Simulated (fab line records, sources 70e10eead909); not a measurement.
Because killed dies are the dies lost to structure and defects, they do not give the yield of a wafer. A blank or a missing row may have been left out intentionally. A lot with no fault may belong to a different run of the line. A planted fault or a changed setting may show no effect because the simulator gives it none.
fab line records	flow nandHarc
[record] lots = 15	wafers = 45	lastDay = 33
route steps=1302 shown P_GATE@189 P_CONTACT@219
lots that met no fault: taken from a fault-free run of the same line
startH: start of the lot's first displayed wafer, in hours after the record's first day	waitH: hours elapsed since this lot's preceding step	" unchanged from the row above	L1.1+2: several wafers, shown together as one row	- no value, or no start was given	* or withheld: withheld	< > ~ a bound
route shown NAME@n: names a module that has steps shown in the file, with the first one's number in the route	usual: mean and standard deviation over wafers with no fault	same: alike in all rows	chamber/n: place in a boat	sites: the reading at each site	_std_site: the standard deviation of these	_edge_site: mean of outer sites minus mean of inner sites	radiusMm: for every site, how far away it sits from the centre of the wafer	mask NAME#n: copy n	behind: the tool/chamber that last shaped the wafer	hold: the reason the lot was held/the length of the hold in hours/how it ended	device: transistor that didn't switch, given as n, p or np	end of line: at the end of the route, the tests of the same wafers	for a step that has no rows: nothing shown but its recipe	killed: count of dies lost to structure and defects at first sort (not the wafer's yield)	map: a wafer's dies, marking killed ones x, the rest . and places with no die _
set.NAME: setting as actually run; set.NAME@STEP: the setting as run at that earlier step	model.NAME: the simulator's own value behind a step, which no gauge read
a sample of lots followed through the steps of the route, with each step as a table and each wafer as a row
services: when a tool's chamber went out of use (startH, in hours from the record's first day, below 0 if earlier), for how many hours, and the reason
[[steps]]
[step NHARC_P_GATE_STRIP_112]
[recipe] powerW = 1500	tempC = 110	timeS = 200	chemistry = N2/H2
[usual] drypumpMotorCurrentA = 6.07/0.2	heaterPowerW = 80/6
lot.wafer	tool	chamber	startH	waitH	drypumpMotorCurrentA	heaterPowerW	rfHoursCounterH
L818.1	plasmaAsher-02	1	112.48	0.2	5.74	77	8
L818.3	"	0	"	"	6.33	77	-
L818.6	"	0	"	"	6.34	77	-
L820.2	plasmaAsher-01	0	131.91	0.2	6.05	88	24
L820.4	"	0	"	"	6.05	90	-
L820.3	"	1	"	"	6.14	73	-
L819.3	plasmaAsher-02	0	132.40	0.2	6.33	78	-
L819.5	"	0	"	"	6.36	79	-
L819.6	"	1	"	"	5.75	78	-
L822.2	plasmaAsher-02	1	149.78	0.2	5.75	79	16
L822.3	"	0	"	"	6.33	78	-
L822.6	"	0	"	"	6.33	76	-
L824.1	plasmaAsher-01	0	175.45	0.2	6.03	89	0
L824.4	"	0	"	"	6.07	88	-
L824.5	"	0	"	"	6.05	90	-
L825.1	plasmaAsher-01	0	181.44	0.2	6.03	90	2
L825.4	"	1	"	"	6.18	74	-
L825.6	"	0	"	"	6.05	90	-
L827.2	plasmaAsher-01	0	204.50	0.2	6.05	91	7
L827.4	"	1	"	"	6.17	77	-
L827.6	"	1	"	"	6.18	76	-
L829.1	plasmaAsher-01	1	220.77	0.2	6.14	76	9
L829.4	"	0	"	"	6.03	88	-
L829.5	"	1	"	"	6.13	76	-
L830.2	plasmaAsher-01	0	235.40	0.2	6.05	91	13
L830.3	"	0	"	"	6.02	92	-
L830.4	"	1	"	"	6.18	76	-
L831.2	plasmaAsher-02	0	241.63	0.2	6.33	78	37
L831.3	"	1	"	"	5.76	77	-
L831.4	"	0	"	"	6.34	77	-
L832.4	plasmaAsher-02	1	259.89	0.2	5.76	75	-
L832.3	"	0	"	"	6.33	75	-
L832.6	"	0	"	"	6.34	77	-
L837.1	plasmaAsher-01	0	298.88	0.2	6.05	89	28
L837.2	"	1	"	"	6.16	74	28
L837.3	"	1	"	"	6.15	76	-
L839.3	plasmaAsher-02	1	330.33	0.2	5.77	75	-
L839.5	"	1	"	"	5.76	74	-
L839.6	"	0	"	"	6.32	76	-
L840.2	plasmaAsher-02	1	335.35	0.2	5.74	75	15
L840.3	"	1	"	"	5.73	76	-
L840.6	"	0	"	"	6.34	79	-
L841.3	plasmaAsher-01	0	341.53	0.2	6.05	90	-
L841.6	"	0	"	"	6.01	91	-
L841.5	"	1	"	"	6.16	75	-
[step NHARC_P_CONTACT_CMP_01]
[recipe] targetThkNm = 200	material = SiO2
[usual] motorCurrentA = 12.3/0.72	padLifeWafers = 170/120
lot.wafer	tool	chamber	startH	waitH	motorCurrentA	padLifeWafers
L818.3	cmp-04	1	117.45	-	12.2	282
L818.1	"	3	"	"	13.0	284
L818.6	"	2	"	"	12.3	-
L820.3	cmp-01	1	136.87	-	11.9	144
L820.2	"	3	"	"	11.8	146
L820.4	"	0	"	"	12.8	147
L819.3	cmp-01	3	137.43	-	12.2	159
L819.6	"	0	"	"	12.8	-
L819.5	"	1	"	"	12.2	-
L822.3	cmp-01	2	154.85	-	11.9	242
L822.2	"	3	"	"	11.5	243
L822.6	"	0	"	"	13.4	-
L824.4	cmp-04	0	180.51	-	12.8	211
L824.1	"	1	"	"	12.5	212
L824.5	"	0	"	"	12.8	-
L825.1	cmp-02	1	186.28	-	12.8	210
L825.4	"	2	"	"	12.4	211
L825.6	"	1	"	"	12.5	-
L827.2	cmp-04	0	209.63	-	12.7	306
L827.4	"	1	"	"	12.5	307
L827.6	"	0	"	"	12.0	-
L829.1	cmp-01	3	225.71	-	12.0	84
L829.4	"	1	"	"	11.5	86
L829.5	"	0	"	"	13.5	-
L830.4	cmp-04	3	240.43	-	12.4	6
L830.3	"	0	"	"	12.5	7
L830.2	"	2	"	"	12.2	9
L831.3	cmp-04	1	246.89	-	12.4	42
L831.2	"	2	"	"	12.1	43
L831.4	"	0	"	"	12.0	45
L832.4	cmp-02	1	264.90	-	12.6	134
L832.3	"	2	"	"	11.5	135
L832.6	"	0	"	"	12.7	-
L837.2	cmp-04	3	303.90	-	13.0	282
L837.1	"	0	"	"	12.3	283
L837.3	"	2	"	"	13.1	285
L839.3	cmp-02	3	335.56	-	10.0	3
L839.6	"	0	"	"	13.1	-
L839.5	"	1	"	"	12.0	-
L840.3	cmp-02	2	340.38	-	11.4	24
L840.2	"	3	"	"	10.7	25
L840.6	"	2	"	"	12.0	-
L841.3	cmp-01	1	346.72	-	12.0	206
L841.5	"	3	"	"	12.0	-
L841.6	"	0	"	"	12.7	-
[step NHARC_P_CONTACT_EXPOSE_09]
[recipe] na = 1.35	targetCdNm = 90	doseMj = 81.26	maskId = P_CA
[usual] exposureDoseMJCm2 = 81.8/0.81	focusOffsetNm = 0.0/0.54
lot.wafer	tool	chamber	startH	waitH	mask	exposureDoseMJCm2	focusOffsetNm
L818.1	arfiScanner-02	0	118.14	-	P_CA#0	82.8	0.6
L818.3	"	0	"	"	P_CA#0	82.9	0.7
L818.6	"	0	"	"	P_CA#0	82.8	0.2
L820.2	arfiScanner-03	0	137.45	-	P_CA#0	81.0	0.1
L820.3	"	0	"	"	P_CA#0	81.0	-0.1
L820.4	"	0	"	"	P_CA#0	81.1	0.0
L819.3	arfiScanner-02	0	138.05	-	P_CA#0	82.7	0.3
L819.5	"	0	"	"	P_CA#0	82.8	-0.9
L819.6	"	0	"	"	P_CA#0	82.8	-0.4
L822.2	arfiScanner-02	0	155.49	-	P_CA#0	82.8	-0.4
L822.3	"	0	"	"	P_CA#0	82.8	-0.2
L822.6	"	0	"	"	P_CA#0	82.8	0.7
L824.1	arfiScanner-03	0	181.18	-	P_CA#0	81.3	0.7
L824.4	"	0	"	"	P_CA#0	81.0	0.1
L824.5	"	0	"	"	P_CA#0	81.1	1.2
L825.1	arfiScanner-03	0	186.85	-	P_CA#0	81.1	-0.2
L825.4	"	0	"	"	P_CA#0	81.2	0.8
L825.6	"	0	"	"	P_CA#0	81.1	0.0
L827.2	arfiScanner-03	0	210.33	-	P_CA#0	81.2	-0.6
L827.4	"	0	"	"	P_CA#0	81.3	0.5
L827.6	"	0	"	"	P_CA#0	81.2	0.8
L829.1	arfiScanner-02	0	226.42	-	P_CA#0	82.8	-0.5
L829.4	"	0	"	"	P_CA#0	82.8	-0.1
L829.5	"	0	"	"	P_CA#0	82.8	-0.5
L830.2	arfiScanner-03	-	241.15	-	P_CA#0	-	-
L830.3	"	-	"	"	P_CA#0	-	-
L830.4	"	-	"	"	P_CA#0	-	-
L831.2	arfiScanner-02	-	247.59	-	P_CA#0	-	-
L831.3	"	-	"	"	P_CA#0	-	-
L831.4	"	-	"	"	P_CA#0	-	-
L832.3	arfiScanner-02	-	265.42	-	P_CA#0	-	-
L832.4	"	-	"	"	P_CA#0	-	-
L832.6	"	-	"	"	P_CA#0	-	-
L837.1	arfiScanner-03	0	304.59	-	P_CA#0	80.9	0.2
L837.2	"	0	"	"	P_CA#0	81.0	0.8
L837.3	"	0	"	"	P_CA#0	81.1	0.6
L839.3	arfiScanner-02	0	336.23	-	P_CA#0	82.8	0.0
L839.5	"	0	"	"	P_CA#0	82.7	-0.4
L839.6	"	0	"	"	P_CA#0	82.8	-0.4
L840.2	arfiScanner-03	0	341.08	-	P_CA#0	81.0	-1.1
L840.3	"	0	"	"	P_CA#0	81.2	-0.7
L840.6	"	0	"	"	P_CA#0	81.0	-1.1
L841.3	arfiScanner-03	0	347.27	-	P_CA#0	81.0	0.1
L841.5	"	0	"	"	P_CA#0	81.1	1.0
L841.6	"	0	"	"	P_CA#0	81.0	1.1
[step NHARC_P_CONTACT_PVD_32]
[recipe] targetThkA = 50	chamberPressurePa = 5	powerW = 5000	substrateTempC = 200	timeS = 17.7	material = Ti
[usual] substrateTempC = 199.99/0.15	throttleValvePct = 29.8/0.9
lot.wafer	tool	chamber	startH	waitH	substrateTempC	throttleValvePct
L818.3	pvdSputter-03	-	-	-	200.09	29.4
L818.1	"	-	"	"	199.99	31.4
L818.6	"	-	"	"	200.01	31.6
L820.2	pvdSputter-03	-	-	-	199.79	29.2
L820.4	"	-	"	"	200.23	29.5
L820.3	"	-	"	"	200.03	31.4
L819.3	pvdSputter-03	-	-	-	200.02	31.3
L819.6	"	-	"	"	200.09	29.3
L819.5	"	-	"	"	199.88	29.0
L822.3	pvdSputter-01	-	-	-	199.86	29.0
L822.2	"	-	"	"	199.80	30.9
L822.6	"	-	"	"	200.08	30.0
L824.1	pvdSputter-01	-	-	-	200.12	30.8
L824.4	"	-	"	"	200.39	27.9
L824.5	"	-	"	"	199.91	29.1
L825.4	pvdSputter-01	-	-	-	200.08	30.9
L825.1	"	-	"	"	199.95	30.3
L825.6	"	-	"	"	199.97	30.7
L827.2	pvdSputter-02	-	-	-	199.91	31.2
L827.4	"	-	"	"	199.99	29.8
L827.6	"	-	"	"	199.83	30.7
L829.1	pvdSputter-02	-	-	-	199.69	30.3
L829.4	"	-	"	"	200.13	31.1
L829.5	"	-	"	"	199.85	30.0
L830.4	pvdSputter-01	-	-	-	199.81	29.4
L830.2	"	-	"	"	199.69	28.6
L830.3	"	-	"	"	199.99	30.2
L831.3	pvdSputter-02	-	-	-	200.08	28.3
L831.4	"	-	"	"	200.16	29.9
L831.2	"	-	"	"	199.69	30.2
L832.3	pvdSputter-02	-	-	-	199.86	30.2
L832.4	"	-	"	"	200.00	30.1
L832.6	"	-	"	"	199.73	30.8
L837.3	pvdSputter-03	-	-	-	200.02	31.2
L837.2	"	-	"	"	200.06	28.5
L837.1	"	-	"	"	199.81	29.8
L839.3	pvdSputter-02	-	-	-	200.09	30.4
L839.6	"	-	"	"	199.92	29.0
L839.5	"	-	"	"	200.15	30.0
L840.3	pvdSputter-02	-	-	-	200.09	30.5
L840.2	"	-	"	"	199.92	28.9
L840.6	"	-	"	"	200.08	29.9
L841.3	pvdSputter-01	-	-	-	200.30	30.0
L841.5	"	-	"	"	199.75	28.5
L841.6	"	-	"	"	200.02	30.0
[[services]]
tool	chamber	startH	hours	kind
pvdSputter-02	-	92.98	1.8	repair
plasmaAsher-01	-	93.39	1.1	repair
cmp-04	-	102.48	3.9	repair
pvdSputter-02	-	111.35	10.0	pm
cmp-04	-	134.08	4.0	pm
arfiScanner-02	-	140.00	4.0	pm
pvdSputter-02	-	155.32	0.9	repair
pvdSputter-02	-	161.48	2.3	repair
plasmaAsher-01	-	165.17	9.0	pm
arfiScanner-03	-	187.54	0.3	repair
arfiScanner-03	-	196.00	4.0	pm
plasmaAsher-01	-	205.14	2.7	repair
pvdSputter-02	-	215.15	4.0	repair
cmp-04	-	232.08	4.0	pm
arfiScanner-02	-	236.52	0.5	repair
plasmaAsher-02	-	249.00	9.0	pm
arfiScanner-03	-	275.21	0.3	repair
pvdSputter-02	-	289.35	10.0	pm
arfiScanner-02	-	305.62	2.4	repair
plasmaAsher-02	-	310.06	0.4	repair
pvdSputter-02	-	311.29	4.4	repair
arfiScanner-02	-	312.00	4.0	pm
cmp-04	-	330.08	4.0	pm
plasmaAsher-01	-	342.17	9.0	pm
[[key]]
[firstSign] step = NHARC_P_CONTACT_EXPOSE_09	reading = toolRecord	direction = missing
effect none on later readings
metAt NHARC_P_CONTACT_EXPOSE_09
struckLots L830,L831,L832
laterRowsLeftOut L830.2,L830.3,L830.4,L831.2,L831.3,L831.4,L832.3,L832.4,L832.6
sortLeftOut L830.2,L830.3,L830.4,L831.2,L831.3,L831.4,L832.3,L832.4,L832.6
testerLeftOut L830,L831,L832
notActingAt NHARC_P_GATE_STRIP_112,NHARC_P_CONTACT_CMP_01,NHARC_P_CONTACT_PVD_32
onsetBetween 226.42 241.15
[fault] kind = skippedStepWhole	tool = arfiScanner-02,arfiScanner-03	chamber = -	onsetH = 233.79	steps = NHARC_P_CONTACT_EXPOSE_09	scope = struckLotsOnly
// testerLeftOut: of these lots the tester's yield and bins aren't shown, on N5 and GAA mostly nor the transistor test; their killed dies are dies lost to structure and defects alone, not to doping, threshold or leakage, so they don't give the yield
// sortLeftOut: the simulated sort isn't trusted on such a fault, so these wafers' sort isn't shown, and their yield isn't known
// laterRowsLeftOut: the simulator's readings of these wafers behind a module that went badly wrong aren't trusted and aren't shown, but for the sort
